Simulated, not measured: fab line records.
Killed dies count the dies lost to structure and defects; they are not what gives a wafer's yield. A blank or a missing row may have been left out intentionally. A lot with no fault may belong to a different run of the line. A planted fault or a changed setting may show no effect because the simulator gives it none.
The same fault as seen by 3 desks -- flow n5-finfet -- what lay behind the numbers comes last; until then each desk has only its own

THE DEFECT DESK
For each lot, the counts of the inspections along the route, averaged over the sampled wafers that have a number. The brackets show how far a lot's mean lies from the usual mean; more than 4 standard deviations puts the lot out of limits, marked OUT.
Columns: A = raw-defect-count at N5_SD_EPI_N_INSPECT_26, usual 199; B = raw-defect-count at N5_SD_EPI_P_INSPECT_11, usual 1.8
lot,first seen here,A,B
L320,day 3 15:49,229,2.3
L323,day 4 20:10,170,0.3
L326,day 5 05:38,218,2.3
L330,day 6 04:37,180,1.7
L335,day 7 11:43,175,1.3
L336,day 7 18:03,199,1.7
L338,day 8 05:29,202,1.7
L339,day 8 17:33,191,1.7
L341,day 8 22:35,175,1.7
This desk found nothing out of limits on any of the 9 lots.

FROM THE METROLOGY DESK
Means of the sampled wafers that have a number, per lot and without regard to the tool the lot ran on: this is what the gauges read. The brackets show how far a lot's mean lies from the usual mean; more than 4 standard deviations puts the lot out of limits, marked OUT. It has 14 readings, of which 7 appear: the earliest out of limits, and the ones furthest out on some lot.
Columns: A = thk-nm at N5_SD_EPI_P_EPI_MEAS_23, usual 61.0 nm; B = RS_SD_P at N5_SD_ACTIVATION_RS_MEAS_03, usual 56.0 ohm/sq; C = DIBL_N at N5_BEOL_M4_RC_MEAS_101, usual 36.4 mV/V; D = RS_SD_P at N5_BEOL_M4_RC_MEAS_101, usual 65.8 ohm/sq; E = SS_P at N5_BEOL_M4_RC_MEAS_101, usual 73.3 mV/dec; F = VT_N at N5_BEOL_M4_RC_MEAS_101, usual 250 mV; G = VT_P at N5_BEOL_M4_RC_MEAS_101, usual -251 mV
lot,first seen here,A,B,C,D,E,F,G
L320,day 3 20:00,62.0,55.8,36.9,65.3,73.5,248,-249
L323,day 5 00:13,54.9 (-5.6) OUT,62.0 (+6.0) OUT,34.4,72.8 (+6.4) OUT,72.5,251,-257
L326,day 5 09:53,56.0 (-4.5) OUT,61.4 (+5.4) OUT,37.2,71.9 (+5.5) OUT,73.4,251,-253
L330,day 6 08:50,61.2,57.3,33.7,67.1,73.2,247,-250
L335,day 7 15:44,61.3,53.6,39.7,63.9,73.9,249,-250
L336,day 7 22:07,61.0,55.6,35.6,65.2,73.0,253,-255
L338,day 8 09:32,61.3,56.6,34.9,66.5,72.3,253,-254
L339,day 8 21:35,60.4,56.6,37.0,66.9,73.6,246,-251
L341,day 9 02:30,60.0,56.1,31.1,66.5,71.4,258,-261
Finding of this desk: L323, L326 out of limits; the first was L323 at day 5 00:13, on thk-nm at N5_SD_EPI_P_EPI_MEAS_23. L320, L330, L335, L336, L338, L339, L341 stayed within limits.

DESK OF THE TOOL OWNER: epi-rpcvd-03
The tool's own readings at N5_SD_EPI_P_EPI_21 (deposits SiGe:B, time 355 s): means of the sampled wafers that have a number, for each lot that ran on this tool. The brackets show how far a lot's mean lies from the usual mean; more than 4 standard deviations puts the lot out of limits, marked OUT.
Columns: A = lamp-inner-pct at N5_SD_EPI_P_EPI_21, usual 11.8 %
lot,first seen here,A
L320,day 3 18:52,13.5
L323,day 4 22:23,13.6
L326,day 5 07:40,13.6
L335,day 7 14:16,13.6
L336,day 7 20:17,13.5
L338,day 8 07:41,13.6
L339,day 8 19:23,13.6
L341,day 9 00:18,13.6
This desk found nothing out of limits on any of the 8 lots.

BROUGHT TOGETHER
The metrology desk could have raised an alarm at day 5 00:13, on L323, L326.
The defect desk saw nothing out of limits.
Nothing out of limits was seen by the tool owner's desk.
The defect desk has L323, L326 on record, within its limits.
The tool owner's desk has L323, L326 on record, within its limits.
Of the lots named, all ran N5_SD_EPI_P_EPI_21 on epi-rpcvd-03.

WHAT WAS PUT IN BY THE SIMULATOR
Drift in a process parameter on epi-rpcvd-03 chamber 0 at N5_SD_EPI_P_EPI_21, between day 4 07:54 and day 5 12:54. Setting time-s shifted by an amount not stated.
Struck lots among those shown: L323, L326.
Time in hours between the start of the fault and the first out-of-limits reading at each desk: metrology desk, 16.
